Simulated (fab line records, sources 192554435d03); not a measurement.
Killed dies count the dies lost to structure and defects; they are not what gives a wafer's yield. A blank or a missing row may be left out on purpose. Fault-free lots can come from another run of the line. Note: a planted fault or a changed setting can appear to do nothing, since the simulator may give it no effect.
Matching of chambers + flow n5 finfet + N5_BEOL_M8_CURE_74 on uv cure-02: 3 sister chambers
The step cures SiCOH lowk, time 240 s. 3 wafers are shown with their chamber, then 7 later ones without.

== WAFERS WITH THEIR CHAMBER ==
| wafer  | chamber | wafer_temp_C_max |
|--------|---------|------------------|
| L685.6 | 0       | 387.1            |
| L688.6 | 1       | 387.1            |
| L690.5 | 2       | 386.7            |

== WAFERS WITH NO CHAMBER GIVEN ==
| wafer  | wafer_temp_C_max |
|--------|------------------|
| L690.6 | 386.8            |
| L697.4 | 387.1            |
| L697.5 | 386.7            |
| L697.6 | 386.6            |
| L698.1 | 385.8            |
| L698.4 | 386.9            |
| L698.6 | 386.4            |

== EACH ONE'S CHAMBER ==
| wafer  | from the rows above          | in truth |
|--------|------------------------------|----------|
| L690.6 | can't be placed: 2 or 0 or 1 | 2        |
| L697.4 | can't be placed: 0 or 1 or 2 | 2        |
| L697.5 | can't be placed: 2 or 0 or 1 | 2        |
| L697.6 | can't be placed: 2 or 0 or 1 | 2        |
| L698.1 | can't be placed: 2 or 0 or 1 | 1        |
| L698.4 | can't be placed: 2 or 0 or 1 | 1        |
| L698.6 | can't be placed: 2 or 0 or 1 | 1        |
Correct placement for 0 of the 7. Cannot be placed on the basis of these rows: 7; the candidates contain the true chamber in 7. Number placed wrongly: 0.
How it was worked out, from the rows above alone: a wafer's distance from a chamber is the root of the sum, over the readings, of the square of ((its reading less the chamber's mean) divided by the reading's scatter). If the next closest chamber is less than 2 further off than the closest, the wafer can't be placed; otherwise it belongs to the closest. Each chamber's mean is taken over the wafers shown for it. The scatter: root of mean squared gap, hidden wafer to nearest shown wafer, with one shown wafer a chamber.
